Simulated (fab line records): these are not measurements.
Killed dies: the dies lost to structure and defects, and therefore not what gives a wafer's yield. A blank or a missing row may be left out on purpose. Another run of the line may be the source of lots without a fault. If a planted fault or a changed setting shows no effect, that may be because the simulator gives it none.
fab line records | flow nand-harc | part 2 of 2: steps 5 to 6 of 6
record lots=22 wafers=66 last-day=33
route steps=1302 shown A_STAIRCASE@738
lots with no fault: from the same line, run without faults
start-h: hours from the record's first day to the start of the lot's first wafer shown | wait-h: hours since the lot's step before | " identical to the entry in the row above | L1.1+2: a row that stands for several wafers | - no value, or no start given | * or withheld: withheld | < > ~ a bound
route shown NAME@n: NAME is a module with steps in the file, n the number in the route of the first one | usual: mean/standard deviation of fault-free wafers | same: alike in all rows | chamber/n: place in a boat | sites: the reading at each site | _std_site: standard deviation across them | _edge_site: the outer-site mean with the inner-site mean subtracted | radius-mm: for every site, how far away it sits from the centre of the wafer | mask NAME#n: copy n | behind: the most recent tool/chamber to have shaped the wafer | hold: why the lot went on hold/how many hours it stayed there/how the hold came to an end | device: names the non-switching transistor (n, p or np) | end of line: tests of these same wafers at the route's end | where a step has no rows: the recipe by itself | killed: dies lost to structure and defects at the first sort, not the wafer's yield | map: shows each die of a wafer: x if killed, . if not, _ if none is there
set.NAME: the run value of the setting; set.NAME@STEP: its run value at that earlier step | model.NAME: the simulator's own value behind a step, which no gauge read
one table for each step of the route and one row for each wafer, over a sample of lots
services: a tool's chamber out of use, with start hour (start-h, from the record's first day; less than 0 if before it), hours out, and reason
## steps
# step NHARC_A_STAIRCASE_ETCH_292
# recipe cf4-flow-sccm=100 chf3-flow-sccm=30 ar-flow-sccm=0 rf-w=500 bias-w=200 chemistry=CF4/CHF3
# usual chf3-flow-sccm=29.99/0.087 drypump-motor-current-A=5.6/0.42 oes-product-au=0.943/0.021 rf-vpp-V=369.8/2.2 showerhead-plenum-p-Torr=1.55/0.061 throttle-valve-pct=16.804/0.0086
# columns lot.wafer tool chamber start-h wait-h chf3-flow-sccm drypump-motor-current-A oes-product-au rf-hours-counter-h rf-vpp-V showerhead-plenum-p-Torr throttle-valve-pct
L074.4 rie-diel-04 2 405.64 0.1 30.07 6.1 0.908 24 367.4 1.52 16.815
L074.3 " 3 " " 29.98 5.5 0.949 24 369.3 1.60 16.808
L074.1 " 1 " " 30.15 5.5 0.930 25 370.2 1.54 16.795
L075.2 rie-diel-01 1 407.10 0.1 30.29 6.4 0.972 6 369.6 1.52 16.814
L075.3 " 3 " " 30.01 6.0 0.978 5 370.1 1.52 16.810
L075.6 " 2 " " 29.95 5.2 0.961 - 367.8 1.47 16.793
L076.2 rie-diel-04 1 414.48 0.2 29.97 5.5 0.923 28 368.5 1.54 16.792
L076.3 " 3 " " 30.01 5.5 0.927 28 371.1 1.60 16.798
L076.5 " 1 " " 29.85 5.5 0.930 - 367.9 1.54 16.812
L077.2 rie-diel-04 0 416.27 0.1 29.85 5.1 0.934 30 372.4 1.66 16.816
L077.5 " 3 " " 29.81 5.5 0.933 - 371.0 1.60 16.815
L077.6 " 0 " " 30.00 5.1 0.939 - 374.5 1.66 16.808
L079.1 rie-diel-01 3 423.47 0.1 29.85 6.0 0.928 8 367.3 1.52 16.805
L079.6 " 2 " " 29.93 5.2 0.926 - 365.8 1.47 16.805
L079.5 " 3 " " 29.97 5.9 0.919 - 369.6 1.52 16.801
L080.2 rie-diel-08 1 443.88 0.1 30.01 5.8 0.959 27 370.3 1.58 16.799
L080.1 " 2 " " 29.82 5.9 0.966 24 368.5 1.54 16.802
L080.6 " 1 " " 30.17 5.8 0.961 - 370.0 1.58 16.813
L082.3 rie-diel-01 0 451.48 0.1 29.97 4.9 0.940 21 366.4 1.50 16.805
L082.1 " 2 " " 30.00 5.2 0.924 21 367.2 1.47 16.794
L082.6 " 3 " " 30.04 5.9 0.924 - 368.7 1.52 16.806
L081.1 rie-diel-01 2 454.40 0.1 30.03 5.2 0.935 22 367.7 1.47 16.821
L081.3 " 3 " " 29.88 5.9 0.926 21 367.9 1.52 16.795
L081.6 " 2 " " 29.91 5.2 0.929 - 367.8 1.47 16.791
L083.1 rie-diel-08 2 480.93 0.1 30.13 5.9 0.921 36 369.5 1.54 16.825
L083.6 " 3 " " 30.02 5.8 0.916 - 368.4 1.54 16.798
L083.5 " 0 " " 29.96 5.2 0.926 - 367.7 1.48 16.808
L084.2 rie-diel-01 3 482.66 0.1 30.06 5.9 0.980 29 369.0 1.52 16.816
L084.3 " 0 " " 29.98 4.9 0.962 31 368.3 1.50 16.804
L084.1 " 1 " " 30.06 6.4 0.967 33 369.6 1.51 16.810
L087.4 rie-diel-04 0 515.63 0.1 29.92 5.1 0.942 64 373.1 1.66 16.824
L087.1 " 1 " " 30.07 5.5 0.945 64 367.4 1.53 16.804
L087.2 " 2 " " 29.96 6.1 0.931 62 367.6 1.51 16.799
L086.2 rie-diel-08 2 516.51 0.1 30.04 5.9 0.959 47 369.6 1.53 16.785
L086.4 " 3 " " 30.08 5.8 0.955 48 368.4 1.54 16.802
L086.5 " 1 " " 30.05 5.8 0.953 - 371.2 1.57 16.807
L088.3 rie-diel-04 3 529.70 0.1 30.04 5.4 0.930 68 372.0 1.59 16.803
L088.4 " 2 " " 29.96 6.1 0.918 68 367.6 1.51 16.809
L088.6 " 3 " " 30.11 5.5 0.942 - 372.6 1.59 16.804
L089.1 rie-diel-04 3 531.74 0.1 29.93 5.4 0.923 69 371.5 1.59 16.805
L089.3 " 0 " " 29.86 5.2 0.939 71 373.3 1.65 16.799
L089.2 " 1 " " 29.84 5.5 0.938 71 370.3 1.53 16.814
L090.1 rie-diel-04 0 546.74 0.1 29.87 5.1 0.966 2 372.4 1.65 16.788
L090.5 " 3 " " 30.02 5.5 0.969 - 370.1 1.59 16.811
L090.6 " 0 " " 29.89 5.1 0.974 - 373.9 1.65 16.806
L091.2 rie-diel-04 0 561.94 0.1 29.98 5.1 0.920 7 374.0 1.65 16.800
L091.6 " 0 " " 30.00 5.1 0.931 - 374.0 1.65 16.811
L091.5 " 1 " " 29.96 5.5 0.943 - 369.2 1.53 16.802
L092.2 rie-diel-01 1 573.34 0.1 29.98 6.4 0.995 2 368.7 1.50 16.807
L092.3 " 2 " " 29.98 5.2 0.962 4 374.8 1.70 16.811
L092.4 " 3 " " 29.95 5.9 0.958 4 367.9 1.51 16.805
L093.2 rie-diel-01 0 573.91 0.1 29.87 4.9 0.932 2 369.0 1.49 16.813
L093.1 " 3 " " 29.99 6.0 0.929 4 369.1 1.51 16.803
L093.5 " 2 " " 30.07 5.2 0.925 - 374.6 1.70 16.794
L094.3 rie-diel-04 0 576.18 0.1 30.01 5.1 0.938 13 372.2 1.65 16.801
L094.2 " 2 " " 29.95 6.0 0.932 11 368.4 1.51 16.806
L094.5 " 1 " " 30.18 5.5 0.945 - 368.5 1.53 16.804
L095.3 rie-diel-04 3 599.53 0.1 29.92 5.4 0.939 20 371.1 1.59 16.807
L095.1 " 0 " " 29.95 5.1 0.929 21 372.6 1.65 16.802
L095.2 " 2 " " 29.97 6.1 0.926 19 368.2 1.51 16.805
L097.2 rie-diel-08 1 610.47 0.1 29.99 5.8 0.916 25 370.8 1.56 16.804
L097.4 " 2 " " 29.91 5.9 0.932 2 368.8 1.53 16.795
L097.6 " 0 " " 30.19 5.3 0.926 - 365.6 1.46 16.803
L096.2 rie-diel-04 1 611.27 0.1 29.97 5.5 0.979 24 369.4 1.52 16.800
L096.1 " 0 " " 29.88 5.2 0.968 25 372.6 1.65 16.817
L096.4 " 0 " " 29.99 5.2 0.973 - 373.8 1.65 16.807
# step NHARC_A_STAIRCASE_ETCH_452
# recipe target-depth-a=300 overetch-a=30 time-s=16.5 ion-energy-ev=100 cf4-flow-sccm=80 o2-flow-sccm=20 ar-flow-sccm=0 rf-w=300 bias-w=100 chemistry=CF4/O2
# usual drypump-motor-current-A=5.6/0.43 oes-product-au=1.005/0.01 rf-vpp-V=197.2/1.4 showerhead-plenum-p-Torr=1.31/0.053 throttle-valve-pct=13.397/0.0091
# columns lot.wafer tool chamber start-h wait-h drypump-motor-current-A oes-product-au rf-hours-counter-h rf-vpp-V showerhead-plenum-p-Torr throttle-valve-pct
L074.4 rie-diel-04 1 - - 5.5 0.999 25 196.3 1.31 13.416
L074.3 " 2 " " 6.1 0.983 24 197.7 1.29 13.393
L074.1 " 3 " " 5.4 1.004 24 197.6 1.36 13.395
L075.2 rie-diel-01 1 - - 6.4 1.013 6 197.2 1.28 13.390
L075.3 " 0 " " 4.9 1.014 5 196.9 1.27 13.393
L075.6 " 2 " " 5.2 1.002 - 195.4 1.25 13.409
L076.3 rie-diel-04 0 - - 5.1 1.012 29 199.2 1.41 13.417
L076.2 " 2 " " 6.1 0.976 28 196.5 1.29 13.402
L076.5 " 0 " " 5.1 1.005 - 199.8 1.42 13.395
L077.2 rie-diel-04 3 - - 5.4 1.005 29 197.3 1.36 13.394
L077.5 " 3 " " 5.4 1.001 - 198.8 1.36 13.403
L077.6 " 0 " " 5.1 0.999 - 198.0 1.41 13.395
L079.1 rie-diel-01 0 - - 4.9 1.014 10 197.1 1.27 13.415
L079.5 " 2 " " 5.2 1.003 - 195.4 1.24 13.398
L079.6 " 3 " " 5.9 1.013 - 198.3 1.29 13.413
L080.1 rie-diel-08 1 - - 5.8 0.993 27 199.5 1.34 13.397
L080.2 " 2 " " 5.9 0.985 24 197.1 1.30 13.390
L080.6 " 1 " " 5.8 0.995 - 197.5 1.34 13.404
L082.3 rie-diel-01 0 - - 4.9 1.007 21 196.1 1.27 13.403
L082.1 " 1 " " 6.4 1.008 20 197.4 1.28 13.412
L082.6 " 0 " " 4.9 1.009 - 194.8 1.27 13.397
L081.3 rie-diel-01 1 - - 6.4 1.015 22 195.9 1.28 13.401
L081.1 " 3 " " 5.9 0.996 22 195.8 1.29 13.404
L081.6 " 1 " " 6.4 1.017 - 196.9 1.28 13.394
L083.1 rie-diel-08 2 - - 5.9 1.000 36 196.6 1.30 13.412
L083.6 " 2 " " 5.9 1.003 - 197.2 1.30 13.386
L083.5 " 3 " " 5.8 1.007 - 196.1 1.30 13.400
L084.3 rie-diel-01 3 - - 5.9 1.007 29 195.7 1.28 13.414
L084.1 " 0 " " 4.9 1.015 31 195.4 1.27 13.384
L084.2 " 1 " " 6.4 1.004 33 195.1 1.28 13.397
L087.2 rie-diel-04 1 - - 5.5 1.027 64 195.8 1.30 13.397
L087.1 " 2 " " 6.1 0.984 62 197.3 1.28 13.404
L087.4 " 3 " " 5.4 1.012 62 197.1 1.35 13.378
L086.2 rie-diel-08 2 - - 5.9 0.996 47 197.4 1.30 13.401
L086.4 " 3 " " 5.8 1.003 48 198.4 1.30 13.390
L086.5 " 0 " " 5.2 1.000 - 196.1 1.25 13.390
L088.4 rie-diel-04 2 - - 6.1 0.994 68 196.4 1.28 13.398
L088.3 " 0 " " 5.1 1.024 70 197.7 1.41 13.406
L088.6 " 2 " " 6.1 1.000 - 197.2 1.28 13.382
L089.2 rie-diel-01 1 534.16 0.1 6.4 1.022 47 195.6 1.28 13.399
L089.1 " 2 " " 5.2 0.998 48 196.3 1.24 13.402
L089.3 " 3 " " 6.0 1.003 47 195.3 1.28 13.408
L090.1 rie-diel-04 1 - - 5.5 1.020 2 197.2 1.30 13.385
L090.5 " 0 " " 5.1 1.011 - 198.8 1.41 13.389
L090.6 " 1 " " 5.5 1.007 - 197.4 1.29 13.387
L091.2 rie-diel-04 3 - - 5.5 1.006 8 198.3 1.35 13.398
L091.6 " 1 " " 5.5 1.027 - 195.5 1.29 13.401
L091.5 " 2 " " 6.1 1.011 - 196.9 1.28 13.405
L092.2 rie-diel-01 3 - - 5.9 1.018 4 196.2 1.28 13.398
L092.3 " 0 " " 4.9 1.010 2 196.5 1.26 13.391
L092.4 " 3 " " 5.9 1.011 - 196.6 1.28 13.391
L093.2 rie-diel-01 2 - - 5.2 1.003 5 202.0 1.44 13.399
L093.1 " 0 " " 4.9 1.014 3 194.0 1.26 13.384
L093.5 " 3 " " 6.0 1.008 - 196.3 1.28 13.400
L094.2 rie-diel-04 1 - - 5.5 1.020 12 197.7 1.29 13.386
L094.3 " 2 " " 6.2 1.007 11 197.8 1.28 13.393
L094.5 " 2 " " 6.1 1.011 - 196.7 1.28 13.393
L095.1 rie-diel-04 2 - - 6.1 1.004 19 197.5 1.28 13.410
L095.3 " 3 " " 5.4 1.018 20 199.0 1.35 13.389
L095.2 " 0 " " 5.1 1.017 21 199.2 1.40 13.399
L097.2 rie-diel-08 3 - - 5.8 0.988 15 197.4 1.30 13.394
L097.4 " 0 " " 5.3 1.000 25 197.1 1.24 13.382
L097.6 " 0 " " 5.3 0.993 - 195.6 1.24 13.388
L096.1 rie-diel-04 0 - - 5.1 0.996 25 199.8 1.40 13.394
L096.2 " 1 " " 5.5 1.012 24 196.5 1.29 13.375
L096.4 " 2 " " 6.1 0.991 - 197.5 1.27 13.408
## services
# columns tool chamber start-h hours kind
rie-diel-04 0 363.92 - clean
rie-diel-04 1 363.92 - clean
rie-diel-04 2 363.92 - clean
rie-diel-04 3 363.92 - clean
rie-diel-08 - 368.04 9.0 pm
rie-diel-01 - 380.91 9.0 pm
rie-diel-04 0 388.74 - clean
rie-diel-04 1 388.74 - clean
rie-diel-04 2 388.74 - clean
rie-diel-04 3 388.74 - clean
rie-diel-04 0 413.40 - clean
rie-diel-04 1 413.40 - clean
rie-diel-04 2 413.40 - clean
rie-diel-04 3 413.40 - clean
rie-diel-01 3 415.92 2.4 repair
rie-diel-04 0 437.90 - clean
rie-diel-04 1 437.90 - clean
rie-diel-04 - 532.03 9.0 pm
rie-diel-08 3 538.83 31.0 repair
rie-diel-08 - 545.11 9.0 pm
rie-diel-04 - 557.25 0.3 repair
rie-diel-01 - 557.91 9.0 pm
rie-diel-08 2 560.10 45.4 repair
rie-diel-01 2 588.88 10.9 repair
